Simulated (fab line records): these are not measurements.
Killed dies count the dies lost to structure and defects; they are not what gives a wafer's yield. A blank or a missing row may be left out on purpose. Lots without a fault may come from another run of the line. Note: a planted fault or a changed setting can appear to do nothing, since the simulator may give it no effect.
Struck lot and sound lot, side by side	flow nand harc	14 steps out of a route of 1159
Sound: these wafers, L134.1, L134.4, L134.6. Wafers L143.1, L143.2, L143.3 were the ones struck. The cause comes at the end.
At each step with rows: each side's tool, then ch and its chambers, then its first start. Under that, the readings that differ: sound wafers	struck wafers	difference of the means	sigmas: that difference in standard deviations of wafers without a fault.
alike: a reading whose means differ by less than 2 such deviations, as well as words and numbers matching on both sides. not compared: withheld readings; readings where some wafer has no value; bounds like >300 that might hide an equal value; numbers whose values overlap and for which the record gives no deviation.
Wherever a step has rows on one side only, a row that says differs or no value, or a row with sigmas, the two part there. Numbers that have no deviation but don't overlap get no sigmas and don't part them. A reading that every wafer of one side lacks parts them only if that side has two wafers or more.

NHARC_A_SLIT_ETCH_26: etches the open film in C4F8/O2/Ar, time 90 s, target depth 400 nm.
  sound on har etch-02 ch 0,1, day 14 23:18; struck on har etch-01 ch 0,1, day 17 22:27
  alike: drypump motor current A, showerhead plenum p Torr, throttle valve pct
  not compared: rf hours counter h
then, 1 step without rows for these wafers: NHARC_A_SLIT_STRIP_28 (strips in O2/COS).
NHARC_A_SLIT_ETCH_29: etches the open film in CF4/O2, target depth 100 nm, overetch 10 nm, time 55 s.
  sound on rie diel-07 ch 0,3, day 14 23:53; struck on rie diel-03 ch 0,2,3, day 17 23:04
  alike: drypump motor current A, oes_f_703_au, oes product au, rf vpp V, showerhead plenum p Torr, throttle valve pct
  not compared: rf hours counter h
NHARC_A_SLIT_STRIP_18: strips in O2.
  sound on rie diel-07 ch 1,3; struck on rie diel-03 ch 1,2,3
  alike: drypump motor current A, oes product au, rf vpp V, showerhead plenum p Torr, throttle valve pct
  not compared: rf hours counter h
then, 2 steps without rows for these wafers: NHARC_A_SLIT_PRECLEAN_19 (cleans in SC1); NHARC_A_SLIT_SRD_20.
NHARC_A_SLIT_CD_MEAS_21:
  sound on cd sem-02 at day 15 00:29; struck on cd sem-03 at day 17 23:36
  alike: cd nm
then, 3 steps without rows for these wafers: NHARC_A_SIN_REMOVE_WET_00 (chemistry H3PO4, time 15300 s); NHARC_A_SIN_REMOVE_PRECLEAN_01 (cleans in SC1); NHARC_A_SIN_REMOVE_SRD_02.
NHARC_A_SIN_REMOVE_INSPECT_04:
  sound on defect inspect-01 at day 15 08:11; struck on defect inspect-01 at day 18 07:17
  alike: raw defect count
NHARC_A_WL_FILL_ALD_00: deposits Al2O3, target thk 3 nm, pulse time 3 s, ald cycles 30.
  sound on ald hk-03 ch 1,3, day 15 08:15; struck on ald hk-02 ch 0,1,3, day 18 08:49
reading	sound	struck	difference	sigmas
ald cycles	30 30 30	33 33 33	+3	
  alike: heater power w, precursor pulse height rel
NHARC_A_WL_FILL_RTA_01: time 5 s.
  sound on rtp anneal-01 ch 0, day 15 08:31; struck on rtp anneal-01 ch 0, day 18 09:05
  alike: anneal temp c max, lamp power pct, lamp_zone_7_pct, wafer_temp_C_max
-- jump in the record: it breaks off in module A_WL_FILL and resumes in module END (first step shown: number 1159 of the route), and 4 days separate the struck wafers' starts before and after --
NHARC_END_SORT_01:
  here the record holds rows for the struck wafers (prober-01 ch 0, day 22 18:38) but none for the sound ones

== WHERE THEY PART ==
Only at NHARC_END_SORT_01, as far as this record shows.

WHY: whatever the simulator had introduced
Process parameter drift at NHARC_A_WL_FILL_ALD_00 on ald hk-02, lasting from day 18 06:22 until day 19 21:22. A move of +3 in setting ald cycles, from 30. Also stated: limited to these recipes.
